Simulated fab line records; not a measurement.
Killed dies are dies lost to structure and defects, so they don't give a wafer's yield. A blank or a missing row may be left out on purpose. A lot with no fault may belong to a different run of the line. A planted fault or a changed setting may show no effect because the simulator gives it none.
Matching of chambers | flow n5-finfet | N5_BEOL_M1_STRIP_66 on rie-diel-03 has 4 sister chambers
The step strips in CF4. 8 wafers are shown with their chamber, then 10 later ones without.

## WAFERS WITH THEIR CHAMBER
wafer  | chamber | showerhead-plenum-p-Torr (Torr) | throttle-valve-pct (%)
L086.1 | 2       | 1.79                            | 13.52
L086.3 | 0       | 1.70                            | 13.82
L086.4 | 1       | 1.77                            | 13.73
L088.2 | 1       | 1.77                            | 13.72
L088.3 | 2       | 1.79                            | 13.51
L088.5 | 3       | 1.70                            | 13.71
L089.1 | 0       | 1.69                            | 13.81
L089.2 | 3       | 1.70                            | 13.72

## WAFERS WITHOUT THEIR CHAMBER
wafer  | showerhead-plenum-p-Torr (Torr) | throttle-valve-pct (%)
L089.3 | 1.77                            | 13.72
L091.1 | 1.77                            | 13.74
L091.3 | 1.69                            | 13.81
L091.6 | 1.79                            | 13.53
L095.1 | 1.70                            | 13.75
L095.2 | 1.77                            | 13.76
L095.4 | 1.90                            | 13.25
L096.4 | 1.70                            | 13.75
L096.5 | 1.77                            | 13.76
L096.6 | 1.78                            | 13.57

## EACH ONE'S CHAMBER
wafer  | from the rows above | in truth
L089.3 | 1                   | 1
L091.1 | 1                   | 1
L091.3 | 0                   | 0
L091.6 | 2                   | 2
L095.1 | 3                   | 3
L095.2 | 1                   | 1
L095.4 | 2                   | 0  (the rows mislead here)
L096.4 | 3                   | 3
L096.5 | 1                   | 1
L096.6 | 2                   | 2
Correctly placed: 9 of 10. Number that these rows cannot place: 0. Number placed wrongly: 1.
How it was worked out, from the rows above alone: a wafer's distance from a chamber is the root of the sum, over the readings, of the square of ((its reading less the chamber's mean) divided by the reading's scatter). The wafer belongs to the nearest chamber; if the next one is less than 2 further off, it can't be placed. The mean given for a chamber averages the wafers shown for that chamber. The scatter: the root of (the sum of the squares of (reading less its chamber's mean) over the shown wafers, divided by (wafers less chambers)).
